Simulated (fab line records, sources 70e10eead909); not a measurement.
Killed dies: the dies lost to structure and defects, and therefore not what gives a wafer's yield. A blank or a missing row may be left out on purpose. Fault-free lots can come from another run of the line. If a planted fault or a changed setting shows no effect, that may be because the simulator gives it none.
fab line records + flow nand-harc
record
- lots=14
- wafers=42
- last-day=34
route steps=1302 shown A_BLC@1123
lots that met no fault: from a run of the same line without faults
start-h: the number of hours between the record's first day and the start of the first shown wafer of the lot + wait-h: hours elapsed since this lot's preceding step + " unchanged from the row above + L1.1+2: a row that stands for several wafers + - value missing, or start not given + * or withheld: withheld + < > ~ a bound
route shown NAME@n: names a module that has steps shown in the file, with the first one's number in the route + usual: mean and standard deviation over wafers with no fault + same: alike in all rows + chamber/n: place in a boat + sites: per-site readings + _std_site: standard deviation across them + _edge_site: outer sites' mean less inner sites' + radius-mm: how far each site lies from the wafer's centre + mask NAME#n: copy n + behind: the last tool/chamber to shape the wafer + hold: the reason the lot was held/the length of the hold in hours/how it ended + device: which transistor (n, p or np) failed to switch + end of line: the tests these same wafers got at the end of their route + a step without rows: its recipe alone + killed: not the wafer's yield, but the dies lost to structure and defects at the first sort + map: dies across one wafer; x = killed, . = not, _ = none there
set.NAME: the setting as run; set.NAME@STEP: as run at that earlier step + model.NAME: the simulator's own value behind a step, which no gauge read
route steps across a sampled set of lots; one table per step, one row per wafer
services: a tool's chamber out of use, with start hour (start-h, from the record's first day; less than 0 if before it), hours out, and reason
## steps
# step NHARC_A_BLC_ETCH_18
# recipe
- target-depth-a=9100
- c4f8-flow-sccm=20
- o2-flow-sccm=10
- ar-flow-sccm=withheld
- rf-w=600
- bias-w=1500
- chemistry=C4F8/O2/Ar
# usual
- oes-product-au=0.948/0.024
- rf-vpp-V=978/5.8
| lot.wafer | tool        | chamber | start-h | wait-h | oes-product-au | rf-hours-counter-h | rf-vpp-V |
|-----------|-------------|---------|---------|--------|----------------|--------------------|----------|
| L139.3    | rie-diel-11 | 0       | -       | -      | 0.935          | 7                  | 983      |
| L139.1    | "           | 1       | "       | "      | 0.950          | 6                  | 968      |
| L139.4    | "           | 2       | "       | "      | 0.950          | 6                  | 980      |
| L140.2    | rie-diel-11 | 0       | -       | -      | 0.910          | 9                  | 984      |
| L140.6    | "           | 2       | "       | "      | 0.918          | -                  | 980      |
| L140.5    | "           | 3       | "       | "      | 0.938          | -                  | 975      |
| L142.3    | rie-diel-11 | 0       | -       | -      | 0.915          | 10                 | 983      |
| L142.4    | "           | 1       | "       | "      | 0.927          | 9                  | 967      |
| L142.6    | "           | 2       | "       | "      | 0.919          | -                  | 978      |
| L141.4    | rie-diel-11 | 3       | -       | -      | 0.972          | 10                 | 974      |
| L141.1    | "           | 0       | "       | "      | 0.950          | 10                 | 984      |
| L141.2    | "           | 2       | "       | "      | 0.984          | 10                 | 979      |
| L145.4    | rie-diel-11 | 0       | -       | -      | 0.916          | 13                 | 984      |
| L145.1    | "           | 2       | "       | "      | 0.927          | 13                 | 979      |
| L145.6    | "           | 0       | "       | "      | 0.921          | -                  | 986      |
| L146.2    | rie-diel-09 | 2       | -       | -      | 0.948          | 7                  | 981      |
| L146.4    | "           | 0       | "       | "      | 0.924          | 6                  | 988      |
| L146.1    | "           | 1       | "       | "      | 0.904          | 8                  | 983      |
| L150.4    | rie-diel-11 | 0       | -       | -      | 0.981          | 1                  | 985      |
| L150.1    | "           | 1       | "       | "      | 0.972          | 1                  | 967      |
| L150.2    | "           | 2       | "       | "      | 0.961          | 1                  | 978      |
| L152.4    | rie-diel-11 | 2       | -       | -      | 0.959          | 4                  | 980      |
| L152.3    | "           | 0       | "       | "      | 0.973          | 4                  | 983      |
| L152.1    | "           | 1       | "       | "      | 0.975          | 4                  | 967      |
| L151.2    | rie-diel-02 | 0       | -       | -      | 0.952          | 9                  | 970      |
| L151.4    | "           | 3       | "       | "      | 0.953          | 21                 | 984      |
| L151.6    | "           | 1       | "       | "      | 0.992          | -                  | 980      |
| L155.3    | rie-diel-11 | 2       | -       | -      | 0.949          | 5                  | 979      |
| L155.5    | "           | 1       | "       | "      | 0.964          | -                  | 967      |
| L155.6    | "           | 2       | "       | "      | 0.952          | -                  | 979      |
| L158.2    | rie-diel-09 | 2       | -       | -      | 0.983          | 2                  | 979      |
| L158.6    | "           | 1       | "       | "      | 0.990          | -                  | 982      |
| L158.5    | "           | 2       | "       | "      | 0.974          | -                  | 981      |
| L156.1    | rie-diel-11 | 1       | -       | -      | 0.974          | 7                  | 968      |
| L156.5    | "           | 1       | "       | "      | 0.979          | -                  | 969      |
| L156.6    | "           | 2       | "       | "      | 0.949          | -                  | 980      |
| L160.1    | rie-diel-11 | 3       | -       | -      | 0.927          | 10                 | 974      |
| L160.3    | "           | 1       | "       | "      | 0.914          | 10                 | 968      |
| L160.6    | "           | 2       | "       | "      | 0.921          | -                  | 979      |
| L161.2    | rie-diel-11 | 0       | -       | -      | 0.953          | 12                 | 984      |
| L161.5    | "           | 2       | "       | "      | 0.970          | -                  | 978      |
| L161.6    | "           | 3       | "       | "      | 0.958          | -                  | 974      |
# step NHARC_A_BLC_STRIP_21
# recipe
- o2-flow-sccm=500
- ar-flow-sccm=0
- bias-w=0
- chemistry=O2
# usual
- drypump-motor-current-A=5.97/0.25
- oes-product-au=1.002/0.011
- rf-vpp-V=57.9/0.9
- showerhead-plenum-p-Torr=3.57/0.14
- throttle-valve-pct=17.037/0.0098
| lot.wafer | tool        | chamber | start-h | wait-h | drypump-motor-current-A | oes-product-au | rf-hours-counter-h | rf-vpp-V | showerhead-plenum-p-Torr | throttle-valve-pct |
|-----------|-------------|---------|---------|--------|-------------------------|----------------|--------------------|----------|--------------------------|--------------------|
| L139.1    | rie-diel-11 | 3       | 520.08  | 0.1    | 5.89                    | 1.010          | 7                  | 55.5     | 3.43                     | 17.023             |
| L139.3    | "           | 0       | "       | "      | 6.49                    | 0.992          | 7                  | 58.9     | 3.67                     | 17.053             |
| L139.4    | "           | 1       | "       | "      | 6.14                    | 1.004          | 6                  | 56.8     | 3.28                     | 17.043             |
| L140.2    | rie-diel-09 | 3       | 534.10  | 0.1    | 6.13                    | 1.006          | 1                  | 59.3     | 3.48                     | 17.049             |
| L140.5    | "           | 0       | "       | "      | 5.95                    | 1.004          | -                  | 59.0     | 3.77                     | 17.035             |
| L140.6    | "           | 1       | "       | "      | 5.88                    | 0.986          | -                  | 57.7     | 3.61                     | 17.036             |
| L142.4    | rie-diel-09 | 3       | 548.36  | 0.1    | 6.10                    | 0.999          | 3                  | 56.9     | 3.48                     | 17.044             |
| L142.3    | "           | 0       | "       | "      | 5.99                    | 0.996          | 3                  | 57.7     | 3.77                     | 17.056             |
| L142.6    | "           | 2       | "       | "      | 5.80                    | 1.020          | -                  | 58.0     | 3.60                     | 17.032             |
| L141.4    | rie-diel-09 | 1       | 550.36  | 0.1    | 5.90                    | 0.992          | 4                  | 58.3     | 3.61                     | 17.039             |
| L141.1    | "           | 2       | "       | "      | 5.80                    | 1.014          | 3                  | 59.4     | 3.60                     | 17.043             |
| L141.2    | "           | 3       | "       | "      | 6.15                    | 1.003          | 3                  | 57.5     | 3.48                     | 17.037             |
| L145.4    | rie-diel-11 | 1       | 579.68  | 0.1    | 6.16                    | 0.998          | 12                 | 58.3     | 3.27                     | 17.037             |
| L145.1    | "           | 3       | "       | "      | 5.89                    | 1.007          | 13                 | 58.0     | 3.43                     | 17.044             |
| L145.6    | "           | 1       | "       | "      | 6.16                    | 0.994          | -                  | 57.3     | 3.27                     | 17.024             |
| L146.1    | rie-diel-11 | 1       | 606.39  | 0.1    | 6.19                    | 1.001          | 15                 | 57.1     | 3.27                     | 17.032             |
| L146.2    | "           | 2       | "       | "      | 5.55                    | 1.004          | 14                 | 56.7     | 3.55                     | 17.052             |
| L146.4    | "           | 3       | "       | "      | 5.87                    | 1.004          | 15                 | 56.4     | 3.43                     | 17.048             |
| L150.1    | rie-diel-02 | 2       | 625.09  | 0.1    | 5.98                    | 0.991          | 11                 | 57.4     | 3.33                     | 17.025             |
| L150.2    | "           | 1       | "       | "      | 5.35                    | 1.011          | 11                 | 57.8     | 3.57                     | 17.075             |
| L150.4    | "           | 3       | "       | "      | 5.24                    | 0.971          | -                  | 58.0     | 3.71                     | 17.036             |
| L152.1    | rie-diel-09 | 0       | 654.76  | 0.1    | 5.97                    | 1.000          | 9                  | 58.5     | 3.76                     | 17.036             |
| L152.4    | "           | 1       | "       | "      | 5.88                    | 1.000          | 11                 | 57.9     | 3.60                     | 17.031             |
| L152.3    | "           | 2       | "       | "      | 5.80                    | 1.017          | 10                 | 59.0     | 3.59                     | 17.013             |
| L151.4    | rie-diel-09 | 1       | 656.80  | 0.1    | 5.88                    | 0.999          | 11                 | 57.8     | 3.60                     | 17.033             |
| L151.2    | "           | 3       | "       | "      | 6.15                    | 1.021          | 10                 | 57.6     | 3.47                     | 17.051             |
| L151.6    | "           | 2       | "       | "      | 5.77                    | 1.020          | -                  | 58.5     | 3.59                     | 17.025             |
| L155.3    | rie-diel-11 | 3       | 680.66  | 0.1    | 5.88                    | 1.010          | 6                  | 58.6     | 3.43                     | 17.034             |
| L155.6    | "           | 0       | "       | "      | 6.49                    | 1.002          | -                  | 59.7     | 3.66                     | 17.036             |
| L155.5    | "           | 1       | "       | "      | 6.15                    | 0.999          | -                  | 56.4     | 3.27                     | 17.024             |
| L158.2    | rie-diel-11 | 3       | 704.71  | 0.1    | 5.88                    | 1.006          | 8                  | 56.7     | 3.43                     | 17.025             |
| L158.5    | "           | 0       | "       | "      | 6.52                    | 1.001          | -                  | 56.3     | 3.66                     | 17.032             |
| L158.6    | "           | 1       | "       | "      | 6.20                    | 1.007          | -                  | 58.6     | 3.27                     | 17.032             |
| L156.1    | rie-diel-09 | 0       | 708.41  | 0.1    | 5.98                    | 0.982          | 2                  | 56.7     | 3.76                     | 17.047             |
| L156.5    | "           | 0       | "       | "      | 6.00                    | 0.968          | -                  | 58.6     | 3.76                     | 17.030             |
| L156.6    | "           | 1       | "       | "      | 5.89                    | 1.017          | -                  | 58.4     | 3.60                     | 17.029             |
| L160.1    | rie-diel-09 | 0       | 725.19  | 0.1    | 6.01                    | 0.986          | 3                  | 57.9     | 3.76                     | 17.031             |
| L160.3    | "           | 3       | "       | "      | 6.13                    | 1.021          | 3                  | 57.1     | 3.47                     | 17.039             |
| L160.6    | "           | 1       | "       | "      | 5.90                    | 1.020          | -                  | 59.3     | 3.60                     | 17.031             |
| L161.2    | rie-diel-09 | 1       | 759.40  | 0.1    | 5.89                    | 1.004          | 4                  | 56.4     | 3.60                     | 17.051             |
| L161.5    | "           | 2       | "       | "      | 5.80                    | 1.000          | -                  | 59.0     | 3.59                     | 17.016             |
| L161.6    | "           | 3       | "       | "      | 6.18                    | 1.010          | -                  | 58.1     | 3.47                     | 17.034             |
# step NHARC_A_BLC_PVD_32
# recipe
- target-thk-a=50
- chamber-pressure-pa=5
- power-w=5000
- substrate-temp-c=200
- time-s=17.7
- material=Ti
# usual
- cathode-dc-power-W=5000.0/0.94
- chamber-pressure-pa=4.999/0.012
- throttle-valve-pct=29.4/0.95
| lot.wafer | tool           | chamber | start-h | wait-h | cathode-dc-power-W | chamber-pressure-pa | throttle-valve-pct |
|-----------|----------------|---------|---------|--------|--------------------|---------------------|--------------------|
| L139.3    | pvd-sputter-02 | -       | 520.63  | -      | 5000.0             | 4.995               | 28.5               |
| L139.1    | "              | -       | "       | "      | 4999.9             | 4.998               | 30.7               |
| L139.4    | "              | -       | "       | "      | 4999.8             | 4.995               | 28.7               |
| L140.2    | pvd-sputter-01 | -       | 534.63  | -      | 4999.5             | 5.004               | 28.4               |
| L140.6    | "              | -       | "       | "      | 4999.5             | 5.004               | 30.2               |
| L140.5    | "              | -       | "       | "      | 5000.0             | 4.998               | 28.3               |
| L142.4    | pvd-sputter-03 | -       | 548.89  | -      | 5001.4             | 4.999               | 30.5               |
| L142.3    | "              | -       | "       | "      | 5001.1             | 5.019               | 29.9               |
| L142.6    | "              | -       | "       | "      | 5000.4             | 4.992               | 30.1               |
| L141.4    | pvd-sputter-01 | -       | 550.89  | -      | 4999.6             | 4.988               | 30.2               |
| L141.1    | "              | -       | "       | "      | 5000.2             | 5.026               | 27.1               |
| L141.2    | "              | -       | "       | "      | 4998.9             | 5.011               | 29.5               |
| L145.4    | pvd-sputter-01 | -       | 580.24  | -      | -                  | -                   | -                  |
| L145.1    | "              | -       | "       | "      | -                  | -                   | -                  |
| L145.6    | "              | -       | "       | "      | -                  | -                   | -                  |
| L146.1    | pvd-sputter-03 | -       | 606.94  | -      | -                  | -                   | -                  |
| L146.4    | "              | -       | "       | "      | -                  | -                   | -                  |
| L146.2    | "              | -       | "       | "      | -                  | -                   | -                  |
| L150.1    | pvd-sputter-02 | -       | 625.65  | -      | 5001.5             | 5.000               | 30.3               |
| L150.4    | "              | -       | "       | "      | 4998.3             | 5.007               | 28.9               |
| L150.2    | "              | -       | "       | "      | 5000.0             | 4.992               | 29.3               |
| L152.1    | pvd-sputter-03 | -       | 655.31  | -      | 5000.1             | 4.996               | 30.3               |
| L152.4    | "              | -       | "       | "      | 4999.9             | 4.994               | 29.5               |
| L152.3    | "              | -       | "       | "      | 4999.1             | 5.008               | 29.8               |
| L151.4    | pvd-sputter-03 | -       | 657.36  | -      | 4999.9             | 4.992               | 30.1               |
| L151.2    | "              | -       | "       | "      | 5001.1             | 4.994               | 30.0               |
| L151.6    | "              | -       | "       | "      | 5001.8             | 4.983               | 30.5               |
| L155.3    | pvd-sputter-03 | -       | 681.18  | -      | 5000.0             | 4.995               | 30.5               |
| L155.5    | "              | -       | "       | "      | 5000.3             | 4.987               | 30.3               |
| L155.6    | "              | -       | "       | "      | 4999.5             | 4.983               | 30.3               |
| L158.2    | pvd-sputter-02 | -       | 705.24  | -      | 5000.2             | 4.994               | 28.5               |
| L158.5    | "              | -       | "       | "      | 5001.0             | 4.999               | 28.7               |
| L158.6    | "              | -       | "       | "      | 5000.5             | 5.004               | 29.9               |
| L156.1    | pvd-sputter-02 | -       | 708.99  | -      | 5000.3             | 5.000               | 30.5               |
| L156.5    | "              | -       | "       | "      | 5000.1             | 4.990               | 28.3               |
| L156.6    | "              | -       | "       | "      | 5002.2             | 5.008               | 28.6               |
| L160.3    | pvd-sputter-01 | -       | 725.75  | -      | 5000.6             | 4.997               | 27.7               |
| L160.1    | "              | -       | "       | "      | 5000.7             | 5.006               | 27.3               |
| L160.6    | "              | -       | "       | "      | 5000.7             | 5.022               | 27.6               |
| L161.2    | pvd-sputter-01 | -       | 759.91  | -      | 4999.0             | 5.001               | 27.6               |
| L161.5    | "              | -       | "       | "      | 5000.7             | 5.001               | 27.8               |
| L161.6    | "              | -       | "       | "      | 5001.5             | 4.985               | 29.1               |
# step NHARC_A_BLC_INSPECT_28
# usual
- raw-defect-count=532/140
| lot.wafer | tool              | chamber | start-h | wait-h | raw-defect-count |
|-----------|-------------------|---------|---------|--------|------------------|
| L139.1    | defect-inspect-02 | -       | 521.88  | 0.1    | 338              |
| L139.3    | "                 | -       | "       | "      | 409              |
| L139.4    | "                 | -       | "       | "      | 489              |
| L140.2    | defect-inspect-02 | -       | 535.90  | 0.1    | 297              |
| L140.5    | "                 | -       | "       | "      | 448              |
| L140.6    | "                 | -       | "       | "      | 479              |
| L142.3    | defect-inspect-02 | -       | 550.13  | 0.1    | 574              |
| L142.4    | "                 | -       | "       | "      | 545              |
| L142.6    | "                 | -       | "       | "      | 521              |
| L141.1    | defect-inspect-01 | -       | 552.14  | 0.1    | 487              |
| L141.2    | "                 | -       | "       | "      | 760              |
| L141.4    | "                 | -       | "       | "      | 561              |
| L145.1    | defect-inspect-01 | -       | 581.52  | 0.1    | 539              |
| L145.4    | "                 | -       | "       | "      | 966              |
| L145.6    | "                 | -       | "       | "      | 830              |
| L146.1    | defect-inspect-02 | -       | 608.23  | 0.1    | 1050             |
| L146.2    | "                 | -       | "       | "      | 663              |
| L146.4    | "                 | -       | "       | "      | 625              |
| L150.1    | defect-inspect-01 | -       | 626.91  | 0.1    | 525              |
| L150.2    | "                 | -       | "       | "      | 635              |
| L150.4    | "                 | -       | "       | "      | 585              |
| L152.1    | defect-inspect-02 | -       | 656.56  | 0.1    | 596              |
| L152.3    | "                 | -       | "       | "      | 541              |
| L152.4    | "                 | -       | "       | "      | 536              |
| L151.2    | defect-inspect-01 | -       | 658.64  | 0.1    | 434              |
| L151.4    | "                 | -       | "       | "      | 326              |
| L151.6    | "                 | -       | "       | "      | 424              |
| L155.3    | defect-inspect-02 | -       | 682.44  | 0.1    | 431              |
| L155.5    | "                 | -       | "       | "      | 426              |
| L155.6    | "                 | -       | "       | "      | 497              |
| L158.2    | defect-inspect-02 | -       | 706.56  | 0.1    | 570              |
| L158.5    | "                 | -       | "       | "      | 576              |
| L158.6    | "                 | -       | "       | "      | 566              |
| L156.1    | defect-inspect-01 | -       | 710.22  | 0.1    | 423              |
| L156.5    | "                 | -       | "       | "      | 472              |
| L156.6    | "                 | -       | "       | "      | 539              |
| L160.1    | defect-inspect-01 | -       | 727.05  | 0.1    | 549              |
| L160.3    | "                 | -       | "       | "      | 622              |
| L160.6    | "                 | -       | "       | "      | 488              |
| L161.2    | defect-inspect-01 | -       | 761.17  | 0.1    | 370              |
| L161.5    | "                 | -       | "       | "      | 597              |
| L161.6    | "                 | -       | "       | "      | 446              |
## services
| tool           | chamber | start-h | hours | kind   |
|----------------|---------|---------|-------|--------|
| rie-diel-09    | -       | 497.10  | 9.0   | pm     |
| rie-diel-11    | 0       | 515.23  | -     | clean  |
| rie-diel-11    | 1       | 515.23  | -     | clean  |
| pvd-sputter-03 | -       | 526.86  | 10.0  | pm     |
| rie-diel-09    | 2       | 560.18  | 3.9   | repair |
| rie-diel-09    | 0       | 562.01  | 16.5  | repair |
| rie-diel-02    | -       | 573.51  | 9.0   | pm     |
| pvd-sputter-01 | -       | 582.00  | 10.0  | pm     |
| rie-diel-02    | 0       | 596.15  | 36.8  | repair |
| rie-diel-11    | -       | 609.50  | 9.0   | pm     |
| pvd-sputter-02 | -       | 638.00  | 10.0  | pm     |
| pvd-sputter-03 | -       | 640.70  | 7.9   | repair |
| pvd-sputter-02 | -       | 663.71  | 21.8  | repair |
| rie-diel-09    | 0       | 664.18  | 1.8   | repair |
| rie-diel-09    | -       | 674.10  | 9.0   | pm     |
| rie-diel-09    | 1       | 688.44  | 11.7  | repair |
| rie-diel-02    | 2       | 699.52  | 17.1  | repair |
| pvd-sputter-03 | -       | 704.86  | 10.0  | pm     |
| rie-diel-11    | 0       | 716.50  | 7.6   | repair |
| rie-diel-09    | 2       | 721.89  | 12.6  | repair |
| pvd-sputter-03 | -       | 732.50  | 1.7   | repair |
| pvd-sputter-01 | -       | 746.98  | 3.4   | repair |
| rie-diel-02    | -       | 750.61  | 9.0   | pm     |
| pvd-sputter-03 | -       | 752.93  | 2.7   | repair |
## key
first-sign
- step=NHARC_A_BLC_PVD_32
- reading=tool-record
- direction=missing
effect none on later readings
met-at NHARC_A_BLC_PVD_32
struck-lots L145,L146
later-rows-left-out L145.1,L145.4,L145.6,L146.1,L146.2,L146.4
sort-left-out L145.1,L145.4,L145.6,L146.1,L146.2,L146.4
tester-left-out L145,L146
not-acting-at NHARC_A_BLC_ETCH_18,NHARC_A_BLC_STRIP_21,NHARC_A_BLC_INSPECT_28
onset-between 550.89 580.24
fault
- kind=skipped-step-whole
- tool=pvd-sputter-01,pvd-sputter-03
- chamber=-
- onset-h=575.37
- steps=NHARC_A_BLC_PVD_32
- scope=struck-lots-only
# tester-left-out: of these lots the tester's yield and bins aren't shown, on N5 and GAA mostly nor the transistor test; their killed dies are dies lost to structure and defects alone, not to doping, threshold or leakage, so they don't give the yield
# sort-left-out: the simulated sort isn't trusted on such a fault, so these wafers' sort isn't shown, and their yield isn't known
# later-rows-left-out: the simulator's readings of these wafers behind a module that went badly wrong aren't trusted and aren't shown, but for the sort
